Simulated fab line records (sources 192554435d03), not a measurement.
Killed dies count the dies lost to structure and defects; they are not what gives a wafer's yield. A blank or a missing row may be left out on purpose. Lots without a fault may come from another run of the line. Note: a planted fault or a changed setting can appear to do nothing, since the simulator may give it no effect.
Matching of chambers | flow n5 finfet | 4 sister chambers for N5_BEOL_M8_CMP_52 on cmp-04
The step polishes, stops on SiCOH lowk, t overpolish 6.9 s, target thk 80 nm. 8 wafers are shown with their chamber, then 7 later ones without.

WAFERS PAIRED WITH THEIR CHAMBERS
wafer  | chamber | motor current A (A) | edge zone pressure frac
L077.6 | 2       | 5.7                 | 1.004
L078.1 | 3       | 6.6                 | 1.010
L078.3 | 2       | 5.5                 | 0.998
L082.1 | 1       | 5.9                 | 0.990
L082.3 | 0       | 6.5                 | 0.995
L082.4 | 3       | 6.4                 | 1.002
L084.1 | 1       | 6.0                 | 0.999
L084.2 | 0       | 6.4                 | 0.995

WAFERS MISSING THEIR CHAMBER
wafer  | motor current A (A) | edge zone pressure frac
L084.5 | 5.6                 | 0.998
L092.2 | 6.1                 | 0.999
L092.3 | 6.0                 | 1.001
L092.5 | 6.5                 | 0.995
L096.3 | 5.8                 | 1.006
L096.5 | 6.4                 | 1.002
L096.6 | 6.1                 | 1.002

CHAMBER TAKEN BY EACH
wafer  | from the rows above          | in truth
L084.5 | 2                            | 2
L092.2 | can't be placed: 1 or 0      | 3
L092.3 | 1                            | 1
L092.5 | can't be placed: 0 or 3      | 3
L096.3 | can't be placed: 2 or 1      | 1
L096.5 | can't be placed: 3 or 0      | 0
L096.6 | can't be placed: 1 or 0 or 3 | 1
2 of 7 placed correctly. From these rows, 5 cannot be placed; in 4 the true chamber is one of the candidates. 0 placed wrongly.
How it was worked out, from the rows above alone: a wafer's distance from a chamber is the root of the sum, over the readings, of the square of ((its reading less the chamber's mean) divided by the reading's scatter). The wafer belongs to the nearest chamber; if the next one is less than 2 further off, it can't be placed. Each chamber's mean is taken over the wafers shown for it. The scatter: the root of (the sum of the squares of (reading less its chamber's mean) over the shown wafers, divided by (wafers less chambers)).
